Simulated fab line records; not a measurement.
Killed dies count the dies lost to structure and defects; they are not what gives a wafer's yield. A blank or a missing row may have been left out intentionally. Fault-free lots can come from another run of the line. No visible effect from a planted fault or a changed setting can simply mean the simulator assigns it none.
Chamber matching + flow nand-harc + pecvd-03 running NHARC_A_STAIRCASE_DEP_417: 3 sister chambers
The step deposits Si3N4, target thk 60 nm. 16 wafers are shown with their chamber, then 8 later ones without.

EACH WAFER AND ITS CHAMBER
| wafer  | chamber | heater-power-w (W) |
|--------|---------|--------------------|
| L077.3 | 1       | 604                |
| L077.5 | 1       | 594                |
| L077.6 | 2       | 605                |
| L076.1 | 1       | 733                |
| L076.3 | 0       | 633                |
| L076.5 | 2       | 524                |
| L078.1 | 1       | 722                |
| L078.2 | 0       | 592                |
| L078.5 | 1       | 728                |
| L085.2 | 0       | 561                |
| L085.4 | 1       | 746                |
| L085.6 | 0       | 560                |
| L087.1 | 2       | 607                |
| L087.2 | 1       | 682                |
| L087.5 | 1       | 677                |
| L090.1 | 2       | 633                |

SIGNATURES (averages over the wafers above)
| reading        | chamber 0 | chamber 1 | chamber 2 | scatter within a chamber |
|----------------|-----------|-----------|-----------|--------------------------|
| heater-power-w | 586.50    | 685.75    | 592.25    | 51.4                     |
Rule: for a wafer and a chamber, the distance is found by dividing, reading by reading, the gap between the wafer's reading and the chamber's mean by the reading's scatter, squaring, summing and taking the root. The wafer belongs to the nearest chamber; if the next one is less than 2 further off, it can't be placed. The scatter: take each reading less its chamber's mean, square it, sum over the shown wafers, divide by the number of wafers less the number of chambers, and take the root.

WAFERS WHOSE CHAMBER IS MISSING
| wafer  | heater-power-w (W) |
|--------|--------------------|
| L090.2 | 694                |
| L090.5 | 633                |
| L093.2 | 718                |
| L093.5 | 657                |
| L093.6 | 599                |
| L095.2 | 689                |
| L095.3 | 630                |
| L095.6 | 619                |

THE CHAMBER EACH PASSED THROUGH
| wafer  | from the rows above          | in truth |
|--------|------------------------------|----------|
| L090.2 | can't be placed: 1 or 2 or 0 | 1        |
| L090.5 | can't be placed: 2 or 0 or 1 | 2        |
| L093.2 | can't be placed: 1 or 2 or 0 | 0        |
| L093.5 | can't be placed: 1 or 2 or 0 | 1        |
| L093.6 | can't be placed: 2 or 0 or 1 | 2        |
| L095.2 | can't be placed: 1 or 2 or 0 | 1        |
| L095.3 | can't be placed: 2 or 0 or 1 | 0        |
| L095.6 | can't be placed: 2 or 0 or 1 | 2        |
Correct placement for 0 of the 8. Not placeable from these rows: 8 (in 8, the candidates include the true chamber). Number placed wrongly: 0.
